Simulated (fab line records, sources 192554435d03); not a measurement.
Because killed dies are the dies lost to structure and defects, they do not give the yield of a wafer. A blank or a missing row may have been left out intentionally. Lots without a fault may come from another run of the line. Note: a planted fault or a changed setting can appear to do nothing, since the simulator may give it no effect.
fab line records | flow n5Finfet
[record] lots = 6 wafers = 18 lastDay = 18
route steps=1938 shown BEOL_M9@1419 PASSIVATION@1936
lots that met no fault: taken from a fault-free run of the same line
startH: the number of hours between the record's first day and the start of the first shown wafer of the lot | waitH: time in hours since the lot's previous step | " identical to the entry in the row above | L1.1+2: a row that stands for several wafers | - no value, or no start given | * or withheld: withheld | < > ~ a bound
route shown NAME@n: NAME is a module with steps in the file, n the number in the route of the first one | usual: mean/standard deviation of fault-free wafers | same: alike in all rows | chamber/n: place in a boat | sites: per-site readings | _std_site: standard deviation across them | _edge_site: inner sites' mean taken away from outer sites' mean | radiusMm: how far each site lies from the wafer's centre | mask NAME#n: copy n | behind: the last tool/chamber to shape the wafer | hold: what put the lot on hold/how long, in hours/how the hold closed | device: transistor that didn't switch, given as n, p or np | end of line: at the end of the route, the tests of the same wafers | step lacking rows: just its recipe | killed: dies that structure and defects cost at the first sort, which is not the same as the wafer's yield | map: dies across one wafer; x = killed, . = not, _ = none there
set.NAME: the setting as run; set.NAME@STEP: as run at that earlier step | model.NAME: the simulator's own value behind a step, which no gauge read
lots at some steps of the route; a table a step, a row a wafer
services: the hour from which a tool's chamber was out of use, counted from the record's first day as startH (under 0 if before that day), plus the number of hours and why
[[steps]]
[step N5_BEOL_M9_ETCH_62]
[recipe] chemistry = N2/H2 target = SOC targetDepthA = 1100 overetchA = 220 maskMaterial = SiARC tempC = 40 timeS = 165 ionEnergyEv = 200 pressureMtorr = 30 sourceW = 840 biasW = 150 n2FlowSccm = 200 h2FlowSccm = 200
[usual] biasW = 150.1/0.51 drypumpMotorCurrentA = 5.6/0.36 oesProductAu = 0.67/0.062 rfFwdPowerW = 836.6/2.6 rfVppV = 524.5/1.8 showerheadPlenumPTorr = 2.57/0.07 tempC = 40.01/0.13 throttleValvePct = 17.81/0.26
// columns lot.wafer tool chamber startH waitH biasW drypumpMotorCurrentA oesProductAu rfFwdPowerW rfHoursCounterH rfVppV showerheadPlenumPTorr tempC throttleValvePct
L158.2 rieDiel-05 1 222.07 0.0 149.2 5.6 0.63 837.3 165 523.9 2.52 40.12 17.69
L158.4 " 0 " " 149.4 6.2 0.63 838.3 - 524.7 2.64 40.09 18.18
L158.5 " 1 " " 148.6 5.6 0.63 834.4 - 524.8 2.52 40.11 17.71
L161.2 rieDiel-04 1 246.19 0.0 150.1 5.3 0.75 836.9 30 521.0 2.48 40.05 17.69
L161.4 " 2 " " 150.2 6.4 0.72 832.7 67 525.3 2.59 40.06 18.03
L161.5 " 1 " " 150.0 5.3 0.76 835.3 - 521.2 2.48 40.21 17.71
L177.1 rieDiel-05 0 328.48 0.0 149.6 6.2 0.60 833.6 219 526.6 2.62 39.88 18.25
L177.2 " 1 " " 149.4 5.6 0.60 832.6 201 520.8 2.51 40.37 17.76
L177.5 " 0 " " 149.7 6.2 0.60 834.0 - 525.1 2.62 39.94 18.26
L176.1 rieDiel-02 3 339.19 0.0 149.9 5.2 0.59 837.8 217 526.5 2.63 40.15 18.26
L176.2 " 1 " " 150.3 4.9 0.74 833.1 40 525.4 2.58 39.86 17.52
L176.5 " 0 " " 149.5 5.3 0.74 836.0 - 527.0 2.72 39.86 17.69
L178.2 rieDiel-04 3 350.21 0.0 149.9 5.7 0.68 836.8 89 523.5 2.59 40.12 18.07
L178.3 " 0 " " 150.4 5.9 0.62 840.2 187 523.3 2.52 39.96 17.69
L178.4 " 2 " " 150.9 6.4 0.69 835.2 99 523.5 2.58 39.87 18.10
L181.4 rieDiel-05 1 363.40 0.1 149.8 5.6 0.60 834.0 - 523.0 2.50 40.00 17.77
L181.5 " 0 " " 150.8 6.2 0.60 835.8 - 526.1 2.62 39.95 18.27
L181.6 " 2 " " 149.9 5.5 0.70 835.2 - 525.8 2.57 39.82 17.79
[step N5_BEOL_M9_STRIP_68]
[recipe] chemistry = N2/H2 tempC = 40 n2FlowSccm = 200 h2FlowSccm = 200 rfFrequencyHz = 6e+07
[step N5_BEOL_M9_STRIP_67]
[recipe] chemistry = CF4 resist = SiARC powerW = 300 biasPowerW = 75 pressureMtorr = 50 cf4FlowSccm = 150 rfFrequencyHz = 6e+07
[usual] drypumpMotorCurrentA = 5.6/0.36 oesProductAu = 0.80/0.074 rfVppV = 271.5/1.3 showerheadPlenumPTorr = 1.81/0.041 throttleValvePct = 13.56/0.21
// columns lot.wafer tool chamber startH waitH drypumpMotorCurrentA oesProductAu rfHoursCounterH rfVppV showerheadPlenumPTorr throttleValvePct
L158.2 rieDiel-05 1 222.22 0.0 5.6 0.74 165 271.6 1.79 13.54
L158.4 " 0 " " 6.2 0.73 - 272.6 1.84 13.85
L158.5 " 1 " " 5.6 0.74 - 271.3 1.79 13.54
L161.2 rieDiel-04 1 246.34 0.0 5.3 0.89 30 271.0 1.74 13.28
L161.4 " 2 " " 6.4 0.84 67 272.1 1.83 13.64
L161.5 " 1 " " 5.3 0.89 - 270.1 1.75 13.26
L177.1 rieDiel-05 0 328.63 0.0 6.2 0.71 219 272.3 1.83 13.94
L177.2 " 1 " " 5.6 0.71 201 271.1 1.78 13.64
L177.5 " 0 " " 6.2 0.70 - 273.0 1.83 13.93
L176.1 rieDiel-02 3 339.33 0.0 5.2 0.68 218 271.5 1.84 13.90
L176.2 " 1 " " 4.9 0.88 40 271.8 1.82 13.31
L176.5 " 0 " " 5.4 0.87 - 274.1 1.90 13.28
L178.2 rieDiel-04 3 350.36 0.0 5.7 0.80 89 271.0 1.82 13.73
L178.3 " 0 " " 5.9 0.73 187 269.4 1.77 13.50
L178.4 " 2 " " 6.4 0.80 99 272.9 1.82 13.72
L181.4 rieDiel-05 1 363.49 0.0 5.6 0.70 - 271.3 1.78 13.67
L181.5 " 0 " " 6.2 0.70 - 272.4 1.83 13.97
L181.6 " 2 " " 5.5 0.82 - 270.9 1.81 13.56
[step N5_BEOL_M9_HM_OPEN_17]
[recipe] chemistry = Cl2/BCl3 targetDepthA = 200 overetchA = 60 target = TiN maskMaterial = SOC ionEnergyEv = 150 pressureMtorr = 10 icpW = 1000 biasW = 126 Cl2_flow_sccm = 53.25 bcl3FlowSccm = 21.75 Ar_flow_sccm = 25
[usual] biasW = 126.0/0.42 drypumpMotorCurrentA = 5.9/0.4 oesProductAu = 0.64/0.06 rfFwdPowerW = 993/3.7 throttleValvePct = 22.23/0.29
// columns lot.wafer tool chamber startH waitH biasW drypumpMotorCurrentA oesProductAu rfFwdPowerW rfHoursCounterH throttleValvePct
L158.2 rieMetal-01 0 222.26 0.0 126.7 5.7 0.71 999 20 21.90
L158.4 " 1 " " 125.8 6.1 0.55 994 - 22.76
L158.5 " 0 " " 126.5 5.7 0.71 996 - 21.89
L161.2 rieMetal-03 1 246.38 0.0 125.9 5.9 0.67 988 42 22.06
L161.4 " 1 " " 125.6 5.9 0.68 990 - 22.08
L161.5 " 1 " " 125.7 5.9 0.67 987 - 22.08
L177.1 rieMetal-02 0 328.67 0.0 125.8 5.6 0.64 994 54 22.39
L177.2 " 1 " " 127.1 5.3 0.56 995 91 22.16
L177.5 " 0 " " 125.7 5.6 0.64 989 - 22.39
L176.1 rieMetal-03 0 339.37 0.0 126.2 6.6 0.69 996 37 22.16
L176.2 " 1 " " 125.6 5.9 0.65 990 51 22.10
L176.5 " 1 " " 126.0 5.9 0.64 987 - 22.09
L178.2 rieMetal-01 0 350.40 0.0 125.9 5.7 0.68 995 32 21.92
L178.3 " 0 " " 126.4 5.6 0.68 991 - 21.92
L178.4 " 1 " " 126.0 6.1 0.53 990 - 22.80
L181.4 rieMetal-01 0 363.61 0.1 125.9 5.7 0.68 1003 - 21.91
L181.5 " 0 " " 125.6 5.7 0.67 995 - 21.94
L181.6 " 0 " " 126.0 5.7 0.68 990 - 21.92
[step N5_BEOL_M9_STRIP_19]
[recipe] chemistry = O2 powerW = 400 tempC = 40 pressureMtorr = 30 rfFrequencyHz = 6e+07 biasPowerW = 0 overashFraction = 0.2 o2FlowSccm = 225
[usual] drypumpMotorCurrentA = 5.5/0.4 oesProductAu = 0.81/0.086 rfVppV = 3.6/0.56 showerheadPlenumPTorr = 2.13/0.051 tempC = 39.98/0.11 throttleValvePct = 16.61/0.24
// columns lot.wafer tool chamber startH waitH drypumpMotorCurrentA oesProductAu rfHoursCounterH rfVppV showerheadPlenumPTorr tempC throttleValvePct
L158.2 rieDiel-02 0 222.38 0.1 5.4 0.95 11 3.9 2.23 40.02 16.25
L158.4 " 3 " " 5.2 0.71 182 4.2 2.17 39.81 16.90
L158.5 " 3 " " 5.2 0.71 - 4.0 2.17 39.78 16.90
L161.2 rieDiel-05 2 246.49 0.1 5.5 0.87 61 4.4 2.15 39.96 16.67
L161.4 " 1 " " 5.6 0.73 174 3.1 2.11 40.07 16.76
L161.5 " 2 " " 5.5 0.87 - 3.2 2.15 40.06 16.66
L177.1 rieDiel-04 1 328.78 0.1 5.4 0.86 54 3.3 2.02 40.02 16.42
L177.2 " 2 " " 6.4 0.81 93 4.1 2.12 39.84 16.77
L177.5 " 3 " " 5.7 0.82 - 4.3 2.10 39.78 16.66
L176.1 rieDiel-02 1 339.48 0.1 4.9 0.88 40 3.6 2.12 39.95 16.32
L176.2 " 3 " " 5.2 0.68 218 4.5 2.16 39.97 16.96
L176.5 " 3 " " 5.2 0.67 - 4.4 2.16 39.86 16.99
L178.2 rieDiel-02 2 350.51 0.1 5.6 0.71 209 4.3 2.09 40.06 16.67
L178.3 " 0 " " 5.4 0.87 48 2.7 2.21 40.14 16.28
L178.4 " 3 " " 5.2 0.67 221 2.6 2.16 39.95 16.97
L181.4 rieDiel-02 0 363.75 0.1 5.3 0.86 53 3.7 2.21 40.02 16.33
L181.5 " 2 " " 5.5 0.71 - 3.6 2.09 40.12 16.69
L181.6 " 1 " " 4.9 0.87 - 3.2 2.11 40.01 16.34
[step N5_BEOL_M9_CD_MEAS_18]
[recipe] pitchNm = 140 targetCdNm = 70
[usual] cdNm = 70.0/0.61
// columns lot.wafer tool chamber startH waitH cdNm
L158.2 cdSem-01 - 222.45 0.1 69.4
L158.4 " - " " 69.2
L158.5 " - " " 69.1
L161.2 cdSem-01 - 246.56 0.1 68.7
L161.4 " - " " 69.6
L161.5 " - " " 69.0
L177.1 cdSem-01 - 328.85 0.0 70.6
L177.2 " - " " 70.9
L177.5 " - " " 70.8
L176.1 cdSem-02 - 339.55 0.0 70.3
L176.2 " - " " 69.4
L176.5 " - " " 69.1
L178.2 cdSem-01 - 350.58 0.1 69.6
L178.3 " - " " 69.4
L178.4 " - " " 69.6
L181.4 cdSem-02 - 363.83 0.1 69.4
L181.5 " - " " 70.8
L181.6 " - " " 70.2
[step N5_BEOL_M9_COAT_63]
[recipe] resist = SOC tempC = 250 timeS = 60 spinRpm = 1500 resistThkNm = 60
[step N5_BEOL_M9_COAT_64]
[recipe] resist = SiARC tempC = 220 timeS = 60 spinRpm = 1500 resistThkNm = 12
[step N5_BEOL_M9_COAT_75]
[recipe] resist = underlayer tempC = 205 timeS = 60 spinRpm = 1500 resistThkNm = 5
[step N5_BEOL_M9_COAT_22]
[recipe] resist = CAR-EUV spinRpm = 1500 resistThkNm = 30
[step N5_BEOL_M9_EBR_24]
[recipe] solvent = PGMEA ebrWidthMm = 1.5
[step N5_BEOL_M9_SOFTBAKE_23]
[recipe] tempC = 110 timeS = 60 resist = CAR-EUV
[step N5_BEOL_M9_EXPOSE_25]
[recipe] maskId = V8 na = 0.33 sourceShape = annular sigmaInner = 0.4 sigmaOuter = 0.8 polarization = unpolarized doseMj = 37.25
// columns lot.wafer tool chamber startH waitH mask
L158.2+4+5 euvScanner-01 0 222.63 - V8#0
L161.2+4+5 euvScanner-01 0 248.16 - V8#0
L177.1+2+5 euvScanner-01 0 331.65 - V8#0
L176.1+2+5 euvScanner-01 0 340.54 - V8#0
L178.2+3+4 euvScanner-02 0 352.93 - V8#0
L181.4+5+6 euvScanner-02 0 365.06 - V8#0
[step N5_BEOL_M9_PEB_26]
[recipe] pebTempC = 100 pebTimeS = 60 resist = CAR-EUV
[step N5_BEOL_M9_DEVELOP_27]
[recipe] developTimeS = 30 developer = TMAH resist = CAR-EUV rinseLiquid = surfactantRinse dry = airSpin devTempC = 23
[step N5_BEOL_M9_CD_MEAS_28]
[recipe] targetCdNm = 70 landingEnergyEv = 500 detector = seInlens polarity = opening
[usual] cdNm = 70.15/0.27
// columns lot.wafer tool chamber startH waitH cdNm
L158.2 cdSem-01 0 222.75 - 70.35
L158.4 " 0 " " 70.05
L158.5 " 0 " " 70.18
L161.2 cdSem-02 0 248.29 - 70.05
L161.4 " 0 " " 70.44
L161.5 " 0 " " 69.76
L177.1 cdSem-02 0 331.78 - 76.09
L177.2 " 0 " " 75.84
L177.5 " 0 " " 76.31
L176.1 cdSem-02 0 340.67 - 76.15
L176.2 " 0 " " 76.01
L176.5 " 0 " " 76.10
L178.2 cdSem-03 0 353.05 - 70.01
L178.3 " 0 " " 69.78
L178.4 " 0 " " 69.62
L181.4 cdSem-01 0 365.17 - 70.38
L181.5 " 0 " " 70.33
L181.6 " 0 " " 70.02
[step N5_BEOL_M9_OVL_MEAS_29]
[recipe] pointsPerWafer = 522
[usual] V8_OVL = -0.5/0.64
// columns lot.wafer tool chamber startH waitH V8_OVL[nm]
L158.2 overlay-01 0 222.79 0.0 -0.5
L158.4 " 0 " " -0.7
L158.5 " 0 " " -0.4
L161.2 overlay-01 0 248.32 0.0 -1.1
L161.4 " 0 " " -0.1
L161.5 " 0 " " -0.7
L177.1 overlay-01 0 331.81 0.0 -0.3
L177.2 " 0 " " -0.4
L177.5 " 0 " " -1.4
L176.1 overlay-02 0 340.70 0.0 0.8
L176.2 " 0 " " -0.7
L176.5 " 0 " " 0.1
L178.2 overlay-02 0 353.09 0.0 0.5
L178.3 " 0 " " -0.6
L178.4 " 0 " " -0.2
L181.4 overlay-02 0 365.22 0.0 -1.2
L181.5 " 0 " " -0.4
L181.6 " 0 " " -0.5
[step N5_PASSIVATION_PROBE_49]
[usual] defectLimitedYield = 91.4/1.5 killed_at_M0_to_M3 = 34/10 killed_at_M4_up = 15/6 killedAtContacts = 12/6 killedAtFrontEnd = 37/11 killedAtOther = 3.3/2.8 killedDies = 101/18 killedOpen = 66/14 killedShort = 33/7.8 sort_bin_5_function = 5.0/0.97 sort_bin_6_memory = 3.2/0.72 sort_bin_8_speed = 0.00/0.01 sortNPass = 1079/18 sortYieldPct = 91.4/1.5
[same] grossDies = 1180 killedAtBackSide = 0 sort_bin_4_leakage[%] = 0
// columns lot.wafer tool chamber startH waitH defectLimitedYield[%] killed_at_M0_to_M3 killed_at_M4_up killedAtContacts killedAtFrontEnd killedAtOther killedDies killedOpen killedShort sort_bin_5_function[%] sort_bin_6_memory[%] sort_bin_8_speed[%] sortNPass sortYieldPct[%]
L158.2 prober-02 - 288.34 0.1 92.3 21 12 14 32 12 91 58 31 4.6 2.8 0 1089 92.3
L158.4 prober-02 - 288.44 0.2 92.8 34 13 4 31 3 85 54 29 5.4 1.7 0 1095 92.8
L158.5 prober-02 - 288.49 0.2 93.1 24 15 4 33 6 82 57 25 4.6 2.1 0 1098 93.1
L161.2 prober-02 - 309.59 0.1 89.9 42 13 12 49 3 119 80 37 5.8 4.2 0.08 1061 89.9
L161.4 prober-02 - 309.69 0.2 89.8 45 11 23 38 3 120 84 35 6.2 3.6 0 1060 89.8
L161.5 prober-02 - 309.74 0.2 91.9 41 16 10 24 4 95 60 34 4.2 3.5 0 1085 91.9
L177.1 prober-02 - 385.86 0.0 90.8 30 8 16 50 5 109 66 38 5.0 3.3 0 1071 90.8
L177.2 prober-02 - 385.91 0.1 91.4 35 14 14 35 3 101 67 31 4.3 3.8 0 1079 91.4
L177.5 prober-02 - 386.06 0.2 91.1 28 15 9 43 10 105 60 36 5.1 2.9 0 1075 91.1
L176.1 prober-01 - 400.66 0.0 92.5 30 20 16 21 2 89 58 26 4.1 3.0 0 1091 92.5
L176.2 prober-01 - 400.71 0.1 90.3 37 16 20 33 9 115 83 27 6.0 3.4 0 1065 90.3
L176.5 prober-01 - 400.86 0.2 90.4 33 24 17 37 2 113 82 29 5.9 3.1 0 1067 90.4
L178.2 prober-02 - 411.50 0.1 91.7 30 16 13 34 5 98 63 26 4.7 3.3 0 1082 91.7
L178.3 prober-02 - 411.55 0.1 91.6 42 12 15 28 2 99 67 29 5.2 3.2 0 1081 91.6
L178.4 prober-02 - 411.60 0.2 90.6 27 14 18 51 1 111 61 48 5.8 3.2 0 1069 90.6
L181.4 prober-01 - 430.10 0.2 90.5 20 12 15 61 4 112 77 26 5.6 3.1 0 1068 90.5
L181.5 prober-01 - 430.15 0.2 90.7 29 17 17 44 3 110 66 41 5.0 4.2 0 1070 90.7
L181.6 prober-01 - 430.20 0.3 91.9 17 22 15 38 3 95 62 32 4.5 3.1 0 1085 91.9
// killed by level:class
L158.2 FIN_SAQP:geometricParticle:short=11 MOL_CONTACT_COAG:geometricParticle:open=11 BEOL_M6:geometricParticle:open=5 FIN_SAQP:geometricParticle:open=4 BEOL_M0_SAQP:geometricParticle:short=4 BEOL_M0_SAQP:geometricParticle:open=4 BEOL_M3:geometricParticle:open=4 PASS1_CAP:geometricParticle:short=4
L158.4 BEOL_M0_SAQP:geometricParticle:open=13 BEOL_M0_SAQP:geometricParticle:short=8 STARTING-WAFER:geometricParticle:open=6 GATE_CUT:geometricParticle:open=5 STARTING-WAFER:geometricParticle:short=5 BEOL_M4:geometricParticle:open=5 BEOL_M3:geometricParticle:open=4 FIN_SAQP:geometricParticle:short=3
L158.5 BEOL_M4:geometricParticle:open=12 BEOL_M0_SAQP:geometricParticle:open=8 FIN_SAQP:geometricParticle:open=7 FIN_SAQP:geometricParticle:short=6 BEOL_M0_SAQP:geometricParticle:short=5 BEOL_M1:geometricParticle:open=5 ILD0:geometricParticle:short=4 MOL_CONTACT_COAG:geometricParticle:open=4
L161.2 STI_FIN_REVEAL:geometricParticle:open=17 MOL_CONTACT_COAG:geometricParticle:open=10 BEOL_M2:geometricParticle:open=9 BEOL_M0_SAQP:geometricParticle:short=8 BEOL_M3:geometricParticle:open=8 BEOL_M4:geometricParticle:open=8 STI_FIN_REVEAL:geometricParticle:short=7 GATE_CUT:geometricParticle:short=7
L161.4 MOL_CONTACT_COAG:geometricParticle:open=19 BEOL_M2:geometricParticle:open=13 STI_FIN_REVEAL:geometricParticle:open=8 BEOL_M1:geometricParticle:open=8 BEOL_M0_SAQP:geometricParticle:open=7 GATE_CUT:geometricParticle:short=6 FIN_SAQP:geometricParticle:open=5 BEOL_M0_SAQP:geometricParticle:short=5
L161.5 BEOL_M0_SAQP:geometricParticle:open=11 MOL_CONTACT_COAG:geometricParticle:open=8 BEOL_M3:geometricParticle:open=7 GATE_CUT:geometricParticle:short=6 BEOL_M4:geometricParticle:open=6 BEOL_M0_SAQP:geometricParticle:short=5 BEOL_M1:geometricParticle:open=5 BEOL_M2:geometricParticle:short=5
L177.1 FIN_SAQP:geometricParticle:open=14 MOL_CONTACT_COAG:geometricParticle:open=13 BEOL_M0_SAQP:geometricParticle:short=8 BEOL_M3:geometricParticle:open=7 BEOL_M0_SAQP:geometricParticle:open=6 FIN_SAQP:geometricParticle:short=5 STI_FIN_REVEAL:geometricParticle:open=5 GATE_CUT:geometricParticle:short=5
L177.2 FIN_SAQP:geometricParticle:open=11 MOL_CONTACT_COAG:geometricParticle:open=11 BEOL_M0_SAQP:geometricParticle:short=10 BEOL_M3:geometricParticle:open=9 GATE_CUT:geometricParticle:short=8 BEOL_M4:geometricParticle:open=8 DUMMY_GATE:geometricParticle:open=6 BEOL_M0_SAQP:geometricParticle:open=6
L177.5 BEOL_M0_SAQP:geometricParticle:short=11 BEOL_M0_SAQP:geometricParticle:open=8 FIN_SAQP:geometricParticle:open=7 STI_FIN_REVEAL:geometricParticle:open=7 MOL_CONTACT_COAG:geometricParticle:open=6 BEOL_M3:geometricParticle:open=6 DUMMY_GATE:geometricParticle:open=5 BEOL_M9:areaExpose=5
L176.1 MOL_CONTACT_COAG:geometricParticle:open=9 MOL_CONTACT_COAG:geometricParticle:short=7 BEOL_M4:geometricParticle:open=7 BEOL_M0_SAQP:geometricParticle:open=6 BEOL_M1:geometricParticle:open=6 BEOL_M2:geometricParticle:open=5 FIN_SAQP:geometricParticle:short=4 FIN_SAQP:geometricParticle:open=4
L176.2 MOL_CONTACT_COAG:geometricParticle:open=17 BEOL_M1:geometricParticle:open=17 FIN_SAQP:geometricParticle:open=7 PASS1_CAP:geometricParticle:open=6 FIN_SAQP:geometricParticle:short=5 BEOL_M2:geometricParticle:open=5 BEOL_M0_SAQP:geometricParticle:open=5 BEOL_M4:geometricParticle:open=5
L176.5 FIN_SAQP:geometricParticle:open=17 BEOL_M4:geometricParticle:open=16 MOL_CONTACT_COAG:geometricParticle:open=13 BEOL_M1:geometricParticle:open=9 FIN_SAQP:geometricParticle:short=7 BEOL_M2:geometricParticle:open=7 BEOL_M3:geometricParticle:open=5 MOL_CONTACT_COAG:geometricParticle:short=4
L178.2 STI_FIN_REVEAL:geometricParticle:open=8 MOL_CONTACT_COAG:geometricParticle:open=8 BEOL_M1:geometricParticle:open=7 BEOL_M2:geometricParticle:open=7 GATE_CUT:geometricParticle:open=6 DUMMY_GATE:geometricParticle:open=4 BEOL_M4:geometricParticle:open=4 BEOL_M0_SAQP:geometricParticle:short=4
L178.3 MOL_CONTACT_COAG:geometricParticle:open=12 BEOL_M2:geometricParticle:open=11 STI_FIN_REVEAL:geometricParticle:open=10 BEOL_M0_SAQP:geometricParticle:short=8 GATE_CUT:geometricParticle:short=6 BEOL_M0_SAQP:geometricParticle:open=6 BEOL_M3:geometricParticle:open=6 BEOL_M1:geometricParticle:open=4
L178.4 FIN_SAQP:geometricParticle:short=20 BEOL_M2:geometricParticle:open=13 MOL_CONTACT_COAG:geometricParticle:open=12 STI_FIN_REVEAL:geometricParticle:open=9 MOL_CONTACT_COAG:geometricParticle:short=6 FIN_SAQP:geometricParticle:open=5 STI_FIN_REVEAL:geometricParticle:short=4 BEOL_M4:geometricParticle:open=4
L181.4 STI_FIN_REVEAL:geometricParticle:open=20 MOL_CONTACT_COAG:geometricParticle:open=11 FIN_SAQP:geometricParticle:open=10 HKMG_FIN:areaEtch=7 BEOL_M4:geometricParticle:open=6 GATE_CUT:geometricParticle:short=5 BEOL_M1:geometricParticle:open=5 FIN_SAQP:geometricParticle:short=4
L181.5 MOL_CONTACT_COAG:geometricParticle:open=16 FIN_SAQP:geometricParticle:short=11 FIN_SAQP:geometricParticle:open=10 BEOL_M3:geometricParticle:open=7 GATE_CUT:geometricParticle:open=5 GATE_CUT:geometricParticle:short=5 BEOL_M2:geometricParticle:open=5 BEOL_M0_SAQP:geometricParticle:short=4
L181.6 BEOL_M4:geometricParticle:open=11 FIN_SAQP:geometricParticle:open=10 MOL_CONTACT_COAG:geometricParticle:open=9 GATE_CUT:geometricParticle:short=8 MOL_CONTACT_COAG:geometricParticle:short=6 BEOL_M3:geometricParticle:open=5 FIN_SAQP:geometricParticle:short=4 BEOL_M2:geometricParticle:open=4
[[services]]
// columns tool chamber startH hours kind
rieDiel-02 3 201.95 4.0 repair
euvScanner-01 - 206.52 1.0 pm
rieDiel-05 3 210.20 15.3 repair
euvScanner-02 - 218.88 12.0 pm
euvScanner-02 - 235.60 11.7 repair
euvScanner-02 - 247.34 1.0 pm
euvScanner-02 - 248.39 0.3 repair
euvScanner-01 - 262.67 1.0 pm
rieDiel-02 3 264.08 11.4 repair
rieDiel-02 - 271.71 2.8 pm
euvScanner-02 - 299.21 1.0 pm
rieDiel-02 - 300.28 4.0 repair
euvScanner-02 - 302.74 12.2 repair
rieMetal-03 - 310.55 1.4 pm
euvScanner-01 - 314.95 5.8 pm
rieDiel-02 0 322.58 9.6 repair
euvScanner-02 - 323.02 5.0 repair
rieDiel-04 1 330.34 2.0 repair
rieDiel-02 - 337.47 0.7 repair
euvScanner-02 - 338.08 1.2 repair
euvScanner-02 - 345.23 4.6 pm
rieMetal-03 - 347.73 2.8 pm
rieDiel-05 3 351.34 12.4 repair
euvScanner-02 - 355.36 1.0 pm
[[key]]
[firstSign] step = N5_BEOL_M9_CD_MEAS_28 reading = cdNm direction = up sigmas = 22 usual = 70.15 struck = 76.08
effect none on later readings
metAt N5_BEOL_M9_EXPOSE_25
struckWafers L176.1,L176.2,L176.5,L177.1,L177.2,L177.5
onsetBetween 248.16 331.65
[fault] kind = processParameterDrift tool = euvScanner-01 chamber = - onsetH = 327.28 steps = N5_BEOL_M9_EXPOSE_25 channel = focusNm offset = 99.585 shape = step endH = 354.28 scope = struckWafersOnly
